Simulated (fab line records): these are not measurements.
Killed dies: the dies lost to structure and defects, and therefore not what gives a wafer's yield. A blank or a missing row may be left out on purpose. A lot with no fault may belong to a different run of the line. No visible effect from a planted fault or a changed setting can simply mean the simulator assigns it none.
fab line records	flow nandHarc
[record] lots = 11	wafers = 33	lastDay = 33
route steps=1302 shown A_SLIT@935 A_SIN_REMOVE@951 A_WL_FILL@952 END@1302
lots with no fault: from the same line, run without faults
startH: hours from the record's first day to the start of the lot's first wafer shown	waitH: hours elapsed since this lot's preceding step	" same as the row above	L1.1+2: a single row standing in for several wafers	- value missing, or start not given	* or withheld: withheld	< > ~ a bound
route shown NAME@n: a module of which the file shows steps, and the number in the route of the first	usual: mean/standard deviation of fault-free wafers	same: alike in all rows	chamber/n: place in a boat	sites: readings site by site	_std_site: their standard deviation	_edge_site: inner sites' mean taken away from outer sites' mean	radiusMm: how far each site lies from the wafer's centre	mask NAME#n: copy n	behind: the last tool/chamber to shape the wafer	hold: the reason the lot was held/the length of the hold in hours/how it ended	device: the transistor (n, p or np) that didn't switch	end of line: the tests these same wafers got at the end of their route	a step without rows: its recipe alone	killed: the dies lost at the first sort to structure and to defects; this is not the yield of the wafer	map: a wafer's dies, marking killed ones x, the rest . and places with no die _
set.NAME: the run value of the setting; set.NAME@STEP: its run value at that earlier step	model.NAME: the simulator's own value behind a step, which no gauge read
steps of the route over a sample of lots; a table a step, a row a wafer
services: from which hour (startH, from the record's first day; less than 0 if before it) a tool's chamber was out of use, for how many hours, and why
[[steps]]
[step NHARC_A_SLIT_INSPECT_11]
[usual] rawDefectCount = 62/29
lot.wafer	tool	chamber	startH	waitH	rawDefectCount
L818.3	defectInspect-02	-	444.04	0.0	127
L818.5	"	-	"	"	117
L818.6	"	-	"	"	104
L819.1	defectInspect-02	-	453.97	0.0	120
L819.5	"	-	"	"	133
L819.6	"	-	"	"	118
L820.1	defectInspect-01	-	462.91	0.0	64
L820.3	"	-	"	"	86
L820.6	"	-	"	"	72
L821.2	defectInspect-02	-	471.59	0.1	79
L821.4	"	-	"	"	80
L821.6	"	-	"	"	77
L830.1	defectInspect-02	-	564.46	0.0	14
L830.5	"	-	"	"	13
L830.6	"	-	"	"	17
L832.3	defectInspect-01	-	583.83	0.0	88
L832.4	"	-	"	"	67
L832.6	"	-	"	"	56
L834.1	defectInspect-01	-	609.14	0.0	55
L834.2	"	-	"	"	50
L834.5	"	-	"	"	45
L838.3	defectInspect-02	-	641.70	0.0	59
L838.4	"	-	"	"	87
L838.5	"	-	"	"	74
L839.2	defectInspect-01	-	655.86	0.0	34
L839.3	"	-	"	"	26
L839.6	"	-	"	"	26
L840.1	defectInspect-02	-	656.06	0.0	55
L840.2	"	-	"	"	70
L840.4	"	-	"	"	55
L841.4	defectInspect-01	-	671.55	0.0	87
L841.5	"	-	"	"	75
L841.6	"	-	"	"	72
[step NHARC_A_SLIT_ETCH_26]
[recipe] biasV = 400	sourceW = 2000	pressureMtorr = 25	timeS = 90	arFlowSccm = 375	c4f8FlowSccm = 41.7	o2FlowSccm = 83.3	targetDepthA = 4000	chemistry = C4F8/O2/Ar
[usual] chamberPressureMTorr = 24.998/0.025	drypumpMotorCurrentA = 5.7/0.33	showerheadPlenumPTorr = 3.68/0.13	throttleValvePct = 27.620/0.0082
lot.wafer	tool	chamber	startH	waitH	chamberPressureMTorr	drypumpMotorCurrentA	rfHoursCounterH	showerheadPlenumPTorr	throttleValvePct
L818.3	harEtch-01	0	449.08	1.9	24.988	6.1	-	3.59	27.621
L818.6	"	0	"	"	25.013	6.1	-	3.59	27.614
L818.5	"	1	"	"	25.000	5.1	-	3.68	27.629
L819.1	harEtch-02	0	461.18	2.5	24.991	5.7	42	3.65	27.631
L819.6	"	1	"	"	25.030	5.7	-	3.92	27.613
L819.5	"	0	"	"	24.978	5.7	-	3.65	27.617
L820.1	harEtch-01	0	467.90	2.5	25.012	6.1	263	3.58	27.626
L820.3	"	0	"	"	25.011	6.1	-	3.58	27.615
L820.6	"	1	"	"	24.994	5.1	-	3.67	27.621
L821.2	harEtch-02	0	476.57	2.4	24.961	5.7	49	3.65	27.620
L821.4	"	1	"	"	25.007	5.7	-	3.92	27.609
L821.6	"	0	"	"	24.980	5.7	-	3.65	27.619
L830.1	harEtch-02	1	571.45	3.0	25.015	5.7	106	3.89	27.625
L830.5	"	1	"	"	25.045	5.7	-	3.89	27.622
L830.6	"	0	"	"	24.986	5.8	-	3.62	27.616
L832.3	harEtch-02	0	589.11	1.9	25.052	5.7	-	3.61	27.622
L832.4	"	1	"	"	24.987	5.7	-	3.88	27.632
L832.6	"	0	"	"	24.971	5.8	-	3.61	27.615
L834.2	harEtch-01	0	614.11	3.0	24.966	6.1	344	3.54	27.636
L834.1	"	1	"	"	24.997	5.1	344	3.63	27.609
L834.5	"	1	"	"	24.977	5.1	-	3.63	27.642
L838.3	harEtch-01	0	650.12	1.9	25.005	6.1	-	3.53	27.627
L838.4	"	1	"	"	25.002	5.1	-	3.62	27.622
L838.5	"	0	"	"	24.999	6.1	-	3.53	27.614
L839.2	harEtch-02	0	660.80	2.4	24.996	5.7	160	3.59	27.616
L839.3	"	1	"	"	24.999	5.7	-	3.86	27.627
L839.6	"	0	"	"	24.991	5.7	-	3.59	27.621
L840.2	harEtch-01	0	660.91	2.9	24.937	6.1	367	3.53	27.606
L840.1	"	1	"	"	25.011	5.1	367	3.62	27.625
L840.4	"	1	"	"	24.999	5.1	-	3.62	27.621
L841.4	harEtch-01	1	676.59	1.3	24.973	5.1	-	3.61	27.614
L841.5	"	0	"	"	24.977	6.1	-	3.52	27.612
L841.6	"	1	"	"	24.992	5.1	-	3.61	27.606
[step NHARC_A_SIN_REMOVE_INSPECT_04]
[usual] rawDefectCount = 394/84
lot.wafer	tool	chamber	startH	waitH	rawDefectCount
L818.3	defectInspect-01	-	457.16	0.0	331
L818.5	"	-	"	"	402
L818.6	"	-	"	"	376
L819.1	defectInspect-01	-	469.17	0.0	344
L819.5	"	-	"	"	509
L819.6	"	-	"	"	309
L820.1	defectInspect-02	-	475.81	0.0	333
L820.3	"	-	"	"	351
L820.6	"	-	"	"	448
L821.2	defectInspect-01	-	484.64	0.0	506
L821.4	"	-	"	"	573
L821.6	"	-	"	"	456
L830.1	defectInspect-01	-	579.45	0.0	993
L830.5	"	-	"	"	984
L830.6	"	-	"	"	1017
L832.3	defectInspect-02	-	596.53	0.0	1151
L832.4	"	-	"	"	1061
L832.6	"	-	"	"	1091
L834.1	defectInspect-02	-	622.21	0.0	436
L834.2	"	-	"	"	333
L834.5	"	-	"	"	276
L838.3	defectInspect-01	-	656.71	0.0	509
L838.4	"	-	"	"	391
L838.5	"	-	"	"	422
L839.2	defectInspect-01	-	668.87	0.0	420
L839.3	"	-	"	"	459
L839.6	"	-	"	"	589
L840.1	defectInspect-02	-	668.87	0.0	380
L840.2	"	-	"	"	354
L840.4	"	-	"	"	469
L841.4	defectInspect-02	-	684.57	0.0	459
L841.5	"	-	"	"	495
L841.6	"	-	"	"	382
[step NHARC_A_WL_FILL_ALD_00]
[recipe] targetThkA = 30	pulseTimeS = 3	aldCycles = 30	tempC = 300	material = Al2O3
[usual] heaterPowerW = 478/48	precursorPulseHeightRel = 1.001/0.018
lot.wafer	tool	chamber	startH	waitH	heaterPowerW	precursorPulseHeightRel
L818.3	aldHk-03	2	457.22	0.1	419	0.980
L818.6	"	2	"	"	417	1.031
L818.5	"	3	"	"	434	0.995
L819.1	aldHk-04	2	469.32	0.2	488	0.988
L819.5	"	3	"	"	486	1.007
L819.6	"	0	"	"	436	1.008
L820.3	aldHk-02	2	475.87	0.1	463	1.009
L820.1	"	1	"	"	422	1.004
L820.6	"	2	"	"	469	0.986
L821.4	aldHk-04	2	484.71	0.1	493	1.012
L821.2	"	1	"	"	528	1.018
L821.6	"	3	"	"	480	0.998
L830.1	aldHk-03	1	579.52	0.1	498	0.988
L830.6	"	1	"	"	497	1.042
L830.5	"	2	"	"	415	1.038
L832.3	aldHk-02	0	596.59	0.1	549	1.014
L832.4	"	2	"	"	479	0.979
L832.6	"	1	"	"	389	0.975
L834.1	aldHk-03	3	622.33	0.1	497	0.996
L834.2	"	0	"	"	462	0.994
L834.5	"	2	"	"	413	1.021
L838.3	aldHk-02	3	656.77	0.1	569	1.007
L838.4	"	0	"	"	555	1.010
L838.5	"	0	"	"	550	0.990
L840.1	aldHk-03	2	668.94	0.1	413	0.988
L840.4	"	3	"	"	490	0.977
L840.2	"	0	"	"	480	1.027
L839.2	aldHk-04	0	668.97	0.1	422	1.002
L839.3	"	1	"	"	530	1.004
L839.6	"	0	"	"	428	0.979
L841.4	aldHk-03	0	684.63	0.1	483	1.007
L841.6	"	0	"	"	472	0.994
L841.5	"	1	"	"	507	0.989
[step NHARC_A_WL_FILL_ALD_02]
[recipe] targetThkA = 20	pulseTimeS = 3	aldCycles = 100	tempC = 450	material = TiN
[usual] heaterPowerW = 1091/82	precursorPulseHeightRel = 0.998/0.019
lot.wafer	tool	chamber	startH	waitH	heaterPowerW	precursorPulseHeightRel
L818.3	aldMetal-03	1	457.81	0.2	1050	0.993
L818.5	"	2	"	"	973	1.022
L818.6	"	3	"	"	1195	1.005
L819.1	aldMetal-02	2	469.83	0.3	1063	1.028
L819.6	"	3	"	"	990	0.977
L819.5	"	0	"	"	1197	0.999
L820.3	aldMetal-01	0	476.38	0.2	1025	0.992
L820.1	"	1	"	"	1141	0.986
L820.6	"	0	"	"	1029	0.982
L821.4	aldMetal-02	1	485.23	0.1	1294	0.992
L821.2	"	3	"	"	978	0.975
L821.6	"	0	"	"	1207	0.946
L830.1	aldMetal-03	0	580.04	0.2	1146	0.981
L830.5	"	3	"	"	1111	1.009
L830.6	"	0	"	"	1154	1.030
L832.3	aldMetal-02	2	597.11	0.2	1092	0.984
L832.4	"	0	"	"	1244	0.992
L832.6	"	1	"	"	1275	1.020
L834.2	aldMetal-03	3	622.79	0.2	1087	1.020
L834.1	"	0	"	"	1154	0.989
L834.5	"	3	"	"	1111	0.980
L838.3	aldMetal-03	0	657.25	0.1	1139	1.024
L838.4	"	3	"	"	1083	0.986
L838.5	"	1	"	"	1041	0.986
L840.2	aldMetal-02	1	669.41	0.2	1213	0.997
L840.4	"	2	"	"	1085	0.992
L840.1	"	3	"	"	993	1.011
L839.2	aldMetal-03	0	669.50	0.2	1168	0.982
L839.3	"	1	"	"	1064	0.955
L839.6	"	3	"	"	1089	0.997
L841.4	aldMetal-01	3	685.18	0.2	1054	1.013
L841.6	"	1	"	"	1203	0.999
L841.5	"	2	"	"	1101	0.971
[step NHARC_END_SORT_01]
[recipe] tempC = 25
[usual] killedAtArray = 52/19	killedAtOther = 1.0/1.2	killedAtPeriphery = 4.1/2.8	killedDies = 57/19	killedOpen = 3.1/1.7	killedShort = 2.5/1.5
[same] grossDies = 677
lot.wafer	tool	chamber	startH	waitH	killedAtArray	killedAtOther	killedAtPeriphery	killedDies	killedOpen	killedShort
L830.1	prober-01	0	674.86	2.5	107	2	11	120	3	2
L830.5	prober-01	0	678.01	3.6	106	4	4	114	2	2
L830.6	prober-01	0	678.79	3.9	66	1	7	74	2	3
L832.3	prober-01	0	695.25	3.1	67	0	1	68	0	1
L832.4	prober-01	0	696.06	3.4	108	0	3	111	6	1
L832.6	prober-01	0	697.68	4.0	59	0	3	62	3	4
// killed by level:class
L830.1 A_SLIT:unspecified=91 A_CHANNEL_HOLE_D1:chamberFilmFlake=5 P_GATE:chamberFilmFlake=5 P_BONDPAD:chamberFilmFlake=5 A_CONTACT:chamberFilmFlake=4 A_WL_FILL:chamberFilmFlake=2 A_ONON_D1:geometricParticle:short=1 A_CHANNEL_HOLE_D1:geometricParticle:short=1
L830.5 A_SLIT:unspecified=92 A_CHANNEL_HOLE_D1:chamberFilmFlake=7 P_GATE:chamberFilmFlake=2 P_BONDPAD:chamberFilmFlake=2 A_CONTACT:chamberFilmFlake=2 HYBRID_BOND:chamberFilmFlake=2 A_ONON_D1:geometricParticle:open=1 A_WL_FILL:geometricParticle:short=1
L830.6 A_SLIT:unspecified=47 A_CHANNEL_HOLE_D1:chamberFilmFlake=6 P_GATE:chamberFilmFlake=5 A_WL_FILL:chamberFilmFlake=5 A_CONTACT:chamberFilmFlake=3 P_M1:geometricParticle:short=1 A_WL_FILL:geometricParticle:open=1 A_WL_FILL:geometricParticle:short=1
L832.3 A_SLIT:unspecified=47 A_CHANNEL_HOLE_D1:chamberFilmFlake=6 A_WL_FILL:chamberFilmFlake=5 A_CONTACT:chamberFilmFlake=3 A_ZERO_WELL:chamberFilmFlake=2 A_CHANNEL_HOLE_D2:chamberFilmFlake=2 A_CHANNEL_FILL_D1:geometricParticle:short=1 P_GATE:chamberFilmFlake=1
L832.4 A_SLIT:unspecified=86 A_WL_FILL:chamberFilmFlake=6 A_CHANNEL_HOLE_D1:chamberFilmFlake=3 A_CHANNEL_FILL_D1:geometricParticle:open=2 A_ZERO_WELL:chamberFilmFlake=2 A_CHANNEL_HOLE_D2:chamberFilmFlake=2 A_CONTACT:chamberFilmFlake=2 P_GATE:geometricParticle:open=1
L832.6 A_SLIT:unspecified=43 A_CHANNEL_HOLE_D1:chamberFilmFlake=5 A_WL_FILL:chamberFilmFlake=4 A_WL_FILL:geometricParticle:short=2 A_CONTACT:chamberFilmFlake=2 P_GATE:geometricParticle:short=1 P_M0:geometricParticle:short=1 A_ONON_D1:geometricParticle:open=1
[[services]]
tool	chamber	startH	hours	kind
aldMetal-02	-	432.00	10.0	pm
aldHk-04	-	432.82	10.0	pm
aldMetal-01	-	501.13	1.3	repair
aldMetal-01	-	526.16	10.0	pm
aldHk-02	-	528.13	10.0	pm
aldHk-03	-	568.00	10.0	pm
aldHk-03	0	568.00	10.0	ventCycle
aldHk-03	1	568.00	10.0	ventCycle
aldHk-03	2	568.00	10.0	ventCycle
aldHk-03	3	568.00	10.0	ventCycle
aldMetal-03	-	568.00	10.0	pm
aldMetal-03	0	568.00	10.0	ventCycle
aldMetal-03	1	568.00	10.0	ventCycle
aldMetal-03	2	568.00	10.0	ventCycle
aldMetal-03	3	568.00	10.0	ventCycle
aldHk-03	0	578.00	-	clean
aldHk-03	1	578.00	-	clean
aldHk-03	2	578.00	-	clean
aldHk-03	3	578.00	-	clean
aldMetal-03	0	578.00	-	clean
aldMetal-03	3	591.16	4.4	repair
aldMetal-02	-	610.00	10.0	pm
aldHk-04	-	610.82	10.0	pm
harEtch-01	-	617.95	4.8	repair
[[key]]
[firstSign] step = NHARC_A_SIN_REMOVE_INSPECT_04	reading = rawDefectCount	direction = up	sigmas = 7.8	usual = 394	struck = 1050
[effect] step = NHARC_END_SORT_01	reading = killedDies	direction = up	sigmas = 1.8	usual = 57	struck = 92	wafersMoved = 4
[moreKillsBornAt] NHARC_A_SLIT_ETCH_26@harEtch-02 = 331
metAt NHARC_A_SLIT_ETCH_26
struckLots L830,L832
testerLeftOut L830,L832
notActingAt NHARC_A_SLIT_INSPECT_11,NHARC_A_WL_FILL_ALD_00,NHARC_A_WL_FILL_ALD_02
onsetBetween 476.57 571.45
[fault] kind = chamberParticleSource	tool = harEtch-02	chamber = -	onsetH = 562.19	steps = NHARC_A_SLIT_ETCH_26	ratePerVisitCm2 = 1.0661	endH = 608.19
// testerLeftOut: of these lots the tester's yield and bins aren't shown, on N5 and GAA mostly nor the transistor test; their killed dies are dies lost to structure and defects alone, not to doping, threshold or leakage, so they don't give the yield
